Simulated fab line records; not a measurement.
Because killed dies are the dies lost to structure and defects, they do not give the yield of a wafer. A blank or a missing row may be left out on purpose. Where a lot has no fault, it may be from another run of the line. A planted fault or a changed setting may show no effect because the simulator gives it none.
Split-lot trial ; flow n5 finfet ; route with 1938 steps; 7 lots, 21 wafers read

## ON THE SPLIT
At N5_BEOL_M11_ETCH_41 (etches SiCN in CH3F/O2, target depth 42.6 nm, time 86 s), the setting time s was moved away from the recipe's 86 s on 8 of the 21 wafers read, by -18.7% to +20.3%. For the rest of the wafers, this setting stayed at what the recipe calls for.

The split's own step is where the reading is taken.

## THE READING
etch.depth nm (the simulator's own value, which no gauge read), in nm, at N5_BEOL_M11_ETCH_41 (etches SiCN in CH3F/O2, target depth 42.6 nm, time 86 s). There is no usual value for it anywhere in the file. The 13 wafers here that ran the recipe average 32.61 nm, standard deviation 0.6 nm.

wafer;tool, chamber at the split;time s as run, s;against the recipe;etch.depth nm, nm;against lot-mates on the recipe
L077.1;rie diel-02, 2;69.95;-18.7%;26.81;no lot-mate on the recipe
L077.5;rie diel-02, 1;69.95;-18.7%;27.66;no lot-mate on the recipe
L077.6;rie diel-02, 0;69.95;-18.7%;26.55;no lot-mate on the recipe
L084.2;rie diel-04, 3;86;recipe;32.14;-
L084.5;rie diel-04, 1;86;recipe;32.45;-
L084.6;rie diel-04, 0;103.5;+20.3%;39.42;+7.12
L086.2;rie diel-05, 1;86;recipe;31.53;-
L086.5;rie diel-05, 1;86;recipe;31.56;-
L086.6;rie diel-05, 0;86;recipe;32.88;-
L087.1;rie diel-04, 0;86;recipe;33.31;-
L087.3;rie diel-04, 2,3;86;recipe;32.44;-
L087.4;rie diel-04, 2,3;86;recipe;32.44;-
L090.1;rie diel-05, 0;86;recipe;32.68;-
L090.3;rie diel-05, 3;78.12;-9.2%;29.73;-2.95
L090.4;rie diel-05, 2;78.12;-9.2%;29.74;-2.94
L094.2;rie diel-05, 0;86;recipe;33.29;-
L094.4;rie diel-05, 2;86;recipe;32.63;-
L094.5;rie diel-05, 3;86;recipe;33.05;-
L096.2;rie diel-05, 2;92.9;+8.0%;35.38;+1.83
L096.5;rie diel-05, 3;86;recipe;33.55;-
L096.6;rie diel-05, 2;92.9;+8.0%;35.13;+1.58
Rows listing several chambers each stand for several wafers; the file does not say which wafer went through which chamber.

FIT RESULTS
A straight line over all 21 wafers: etch.depth nm changes by +0.313 nm for each +1% of time s; r = +0.98; the points scatter about the line by 0.55 nm.
The same after taking each lot's own level away (the mean of its wafers on the recipe; 18 wafers): +0.32 nm for each +1%; r = +0.97; scatter 0.49 nm.
That fit puts the effect of the largest move of time s on the reading at 6.5 nm.
Measured against the standard deviation above, the lots' own levels, which go from 31.990 to 33.550 nm, span 2.6 times it.
Hence the lot-to-lot level has little effect on the slope; both slopes agree.
Check: with one of the wafers moved furthest among these (+20.3%) left out of the fit, the line predicts +5.45 nm for it against its lot-mates. Against them it came out at +7.12 nm.

## THESE WAFERS: OTHER SPLITS
Other splits were also applied to these wafers ahead of the reading. Each is held against what the fit with the lots' levels taken away leaves over:
other split on the same wafers;wafers away from the commonest value;r with etch.depth nm (lot level and that fit taken away)
N5_BEOL_M7_ETCH_41 source w;6;-0.04
N5_BEOL_M8_DESCUM_33 time s;9;+0.25
N5_BEOL_M8_TRENCH_ETCH_37 bias w;5;+0.24
N5_BEOL_M9_ETCH_66 bias w;9;-0.05
N5_BEOL_M9_TRENCH_ETCH_37 bias w;10;-0.05
N5_BEOL_M10_EXPOSE_25 dose mj;5;-0.16

## THE FILE'S OWN FIT
etch.depth nm changes by +0.33 nm for each +1% of time s, r = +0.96.
